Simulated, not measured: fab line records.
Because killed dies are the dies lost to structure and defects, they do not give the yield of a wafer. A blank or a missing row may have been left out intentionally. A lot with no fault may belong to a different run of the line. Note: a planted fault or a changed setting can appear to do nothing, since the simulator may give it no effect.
Split-lot study | flow n5-finfet | 21 wafers read across 7 lots, on a route 1938 steps long

THE SPLIT
At N5_BEOL_M11_ETCH_66 (etches SOC in N2/H2, target depth 120 nm, overetch 24 nm, time 180 s), the setting time-s was moved away from the recipe's 180 s on 7 of the 21 wafers read, by -14.9% to +21.6%. This setting was run at the recipe's value on the other wafers.

The reading comes from the split's own step.

THE READING
SiARC_of_BEOL_M11_COAT_64.thk-nm (the simulator's own value, which no gauge read), in nm, at N5_BEOL_M11_ETCH_66 (etches SOC in N2/H2, target depth 120 nm, overetch 24 nm, time 180 s). There is no usual value for it anywhere in the file. Across the 14 wafers here that went through the recipe, the average is 22.8 nm and the standard deviation 0.15 nm.

wafer  | tool, chamber at the split | time-s as run, s | against the recipe | SiARC_of_BEOL_M11_COAT_64.thk-nm, nm | against lot-mates on the recipe
L078.2 | rie-diel-01, 0             | 197.6            | +9.8%              | 22.4                                 | -0.4
L078.3 | rie-diel-01, 3             | 197.6            | +9.8%              | 22.2                                 | -0.6
L078.4 | rie-diel-01, 2             | 180              | recipe             | 22.8                                 | -
L076.2 | rie-diel-01, 0             | 180              | recipe             | 22.8                                 | -
L076.4 | rie-diel-01, 1             | 158              | -12.2%             | 23.6                                 | +0.9
L076.5 | rie-diel-01, 2             | 180              | recipe             | 22.6                                 | -
L079.4 | rie-diel-01, 2,1           | 180              | recipe             | 22.6                                 | -
L079.5 | rie-diel-01, 2,1           | 180              | recipe             | 22.6                                 | -
L079.6 | rie-diel-01, 0             | 218.9            | +21.6%             | 21.2                                 | -1.4
L081.1 | rie-diel-01, 0             | 180              | recipe             | 23                                   | -
L081.6 | rie-diel-01, 0             | 180              | recipe             | 23                                   | -
L081.2 | rie-diel-01, 1             | 180              | recipe             | 22.6                                 | -
L083.3 | rie-diel-02, 0             | 153.2            | -14.9%             | 24                                   | +1.1
L083.4 | rie-diel-02, 0             | 180              | recipe             | 22.8                                 | -
L083.5 | rie-diel-02, 2             | 180              | recipe             | 23                                   | -
L084.2 | rie-diel-03, 2,3,2         | 180              | recipe             | 22.8                                 | -
L084.3 | rie-diel-03, 2,3,2         | 180              | recipe             | 22.8                                 | -
L084.6 | rie-diel-03, 2,3,2         | 180              | recipe             | 22.8                                 | -
L096.2 | rie-diel-03, 3             | 180              | recipe             | 22.6                                 | -
L096.4 | rie-diel-03, 3             | 199.5            | +10.8%             | 21.8                                 | -0.8
L096.5 | rie-diel-03, 1             | 199.5            | +10.8%             | 22                                   | -0.6
Where a row lists several chambers, the file gives one row for several wafers and doesn't say which wafer went through which chamber.

FIT RESULTS
A straight line over all 21 wafers: SiARC_of_BEOL_M11_COAT_64.thk-nm changes by -0.0721 nm for each +1% of time-s; r = -0.96; the points scatter about the line by 0.16 nm.
The same after taking each lot's own level away (the mean of its wafers on the recipe; 21 wafers): -0.0661 nm for each +1%; r = -0.98; scatter 0.11 nm.
According to that fit, moving time-s by its largest amount changes the reading by 1.4 nm.
The span of the lots' own levels, 22.60 to 22.90 nm, comes to 2.0 times the standard deviation stated above.
Consequently the slope shifts little with the lot-to-lot level, the two slopes agreeing.
Check: for one of the wafers moved furthest among these (+21.6%), held out of the fit, the line's prediction against its lot-mates is -1.4 nm. It came out at -1.4 nm against them.

THE OTHER SPLITS THESE WAFERS WENT THROUGH
Note: prior to the reading, these wafers also went through further splits. Each is held against what the fit with the lots' levels taken away leaves over:
other split on the same wafers | wafers away from the commonest value | r with SiARC_of_BEOL_M11_COAT_64.thk-nm (lot level and that fit taken away)
N5_BEOL_M8_ETCH_66 source-w    | 2                                    | +0.14
N5_BEOL_M9_DESCUM_16 time-s    | 5                                    | -0.31
N5_BEOL_M10_ETCH_41 source-w   | 7                                    | +0.16
N5_BEOL_M11_EXPOSE_25 dose-mj  | 10                                   | -0.08

THE FILE'S OWN FIT
SiARC_of_BEOL_M11_COAT_64.thk-nm changes by -0.0667 nm for each +1% of time-s, r = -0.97.
